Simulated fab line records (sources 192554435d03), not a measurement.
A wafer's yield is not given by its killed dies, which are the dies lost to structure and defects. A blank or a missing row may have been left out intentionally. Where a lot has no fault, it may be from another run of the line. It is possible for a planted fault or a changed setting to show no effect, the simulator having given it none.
Split-lot trial ; flow n5-finfet ; on a route of 1938 steps: 7 lots, 16 wafers read

== THE SPLIT ==
At N5_BEOL_M1_SPUTTER_48 (material Cu, target thk 4.5 nm, time 8.29 s), the setting time-s was moved away from the recipe's 8.29 s on 3 of the 16 wafers read, by -11.1% to +13.4%. The other wafers ran this setting at the recipe's value.

The reading comes from the split's own step.

== THE READING ==
Cu_of_BEOL_M1_SPUTTER_48.thk-nm (the simulator's own value, which no gauge read), in nm, at N5_BEOL_M1_SPUTTER_48 (material Cu, target thk 4.5 nm, time 8.29 s). No usual value for it is given in the file. Across the 13 wafers here that went through the recipe, the average is 4.6 nm and the standard deviation 0.12 nm.

wafer;tool, chamber at the split;time-s as run, s;against the recipe;Cu_of_BEOL_M1_SPUTTER_48.thk-nm, nm;against lot-mates on the recipe
L079.1;pvd-sputter-03, -;8.29;recipe;4.6;-
L079.4;pvd-sputter-03, -;8.29;recipe;4.6;-
L079.6;pvd-sputter-03, -;8.29;recipe;4.6;-
L080.2;pvd-sputter-02, -;8.29;recipe;4.6;-
L080.3;pvd-sputter-02, -;7.366;-11.1%;4;-0.6
L083.3;pvd-sputter-01, -;8.29;recipe;4.6;-
L086.4;pvd-sputter-01, -;8.29;recipe;4.8;-
L086.6;pvd-sputter-01, -;8.29;recipe;4.8;-
L086.5;pvd-sputter-01, -;7.383;-10.9%;4.2;-0.6
L088.4;pvd-sputter-01, -;8.29;recipe;4.4;-
L088.6;pvd-sputter-01, -;8.29;recipe;4.4;-
L089.4;pvd-sputter-02, -;8.29;recipe;4.6;-
L089.5;pvd-sputter-02, -;8.29;recipe;4.6;-
L089.6;pvd-sputter-02, -;8.29;recipe;4.6;-
L094.2;pvd-sputter-02, -;9.399;+13.4%;5.2;+0.8
L094.6;pvd-sputter-02, -;8.29;recipe;4.4;-

THE FIT
A straight line over all 16 wafers: Cu_of_BEOL_M1_SPUTTER_48.thk-nm changes by +0.0449 nm for each +1% of time-s; r = +0.89; the points scatter about the line by 0.12 nm.
The same after taking each lot's own level away (the mean of its wafers on the recipe; 16 wafers): +0.0568 nm for each +1%; r = +1.00; scatter 0.014 nm.
According to that fit, moving time-s by its largest amount changes the reading by 0.76 nm.
The lots' own levels span 4.40 to 4.80 nm, that is 3.3 times the standard deviation above.
So the slope is not independent of the lot-to-lot level: the two fits are not the same.
Check: +0.727 nm against its lot-mates is what the line predicts for one of the wafers moved furthest among these (+13.4%) when that wafer is left out of the fit. Against them it came out at +0.8 nm.

== OTHER SPLITS APPLIED TO THESE WAFERS ==
Other splits were also applied to these wafers ahead of the reading. Each is held against what the fit with the lots' levels taken away leaves over:
other split on the same wafers;wafers away from the commonest value;r with Cu_of_BEOL_M1_SPUTTER_48.thk-nm (lot level and that fit taken away)
N5_BEOL_M0_SAQP_PECVD_96 time-s;5;+0.20
N5_BEOL_M1_PECVD_72 time-s;6;+0.16
N5_BEOL_M1_COAT_61 spin-rpm;6;+0.19

== THE FILE'S OWN FIT ==
Cu_of_BEOL_M1_SPUTTER_48.thk-nm changes by +0.0565 nm for each +1% of time-s, r = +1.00.
